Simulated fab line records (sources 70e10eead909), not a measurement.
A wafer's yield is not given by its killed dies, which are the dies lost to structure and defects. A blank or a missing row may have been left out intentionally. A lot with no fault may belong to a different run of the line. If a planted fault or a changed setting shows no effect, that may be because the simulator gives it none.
Matching of chambers / flow nand harc / 4 sister chambers for NHARC_P_M1_STRIP_18 on rie diel-01
The step strips in N2/H2. 4 wafers are shown with their chamber, then 12 later ones without.

## WAFERS, EACH WITH ITS CHAMBER
wafer=L090.2; chamber=1; showerhead plenum p Torr (Torr)=2.07
wafer=L091.2; chamber=2; showerhead plenum p Torr (Torr)=2.03
wafer=L091.3; chamber=0; showerhead plenum p Torr (Torr)=2.03
wafer=L091.5; chamber=3; showerhead plenum p Torr (Torr)=2.12

## WAFERS WITH NO CHAMBER GIVEN
wafer=L093.1; showerhead plenum p Torr (Torr)=2.03
wafer=L093.5; showerhead plenum p Torr (Torr)=2.03
wafer=L093.6; showerhead plenum p Torr (Torr)=2.07
wafer=L095.3; showerhead plenum p Torr (Torr)=2.06
wafer=L095.5; showerhead plenum p Torr (Torr)=2.03
wafer=L095.6; showerhead plenum p Torr (Torr)=2.07
wafer=L096.2; showerhead plenum p Torr (Torr)=2.03
wafer=L096.3; showerhead plenum p Torr (Torr)=2.12
wafer=L096.5; showerhead plenum p Torr (Torr)=2.02
wafer=L097.2; showerhead plenum p Torr (Torr)=2.02
wafer=L097.3; showerhead plenum p Torr (Torr)=2.06
wafer=L097.5; showerhead plenum p Torr (Torr)=2.06

## THE CHAMBER EACH PASSED THROUGH
wafer=L093.1; from the rows above=can't be placed: 0 or 2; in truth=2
wafer=L093.5; from the rows above=can't be placed: 0 or 2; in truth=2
wafer=L093.6; from the rows above=1; in truth=1
wafer=L095.3; from the rows above=1; in truth=1
wafer=L095.5; from the rows above=can't be placed: 0 or 2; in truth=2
wafer=L095.6; from the rows above=1; in truth=1
wafer=L096.2; from the rows above=can't be placed: 0 or 2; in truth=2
wafer=L096.3; from the rows above=3; in truth=3
wafer=L096.5; from the rows above=can't be placed: 0 or 2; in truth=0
wafer=L097.2; from the rows above=can't be placed: 0 or 2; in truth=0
wafer=L097.3; from the rows above=1; in truth=1
wafer=L097.5; from the rows above=1; in truth=1
Placed correctly: 6 of 12. Not placeable from these rows: 6 (in 6, the candidates include the true chamber). Number placed wrongly: 0.
How it was worked out, from the rows above alone: a wafer's distance from a chamber is the root of the sum, over the readings, of the square of ((its reading less the chamber's mean) divided by the reading's scatter). The wafer belongs to the nearest chamber; if the next one is less than 2 further off, it can't be placed. The mean given for a chamber averages the wafers shown for that chamber. The scatter: root of mean squared gap, hidden wafer to nearest shown wafer, with one shown wafer a chamber.
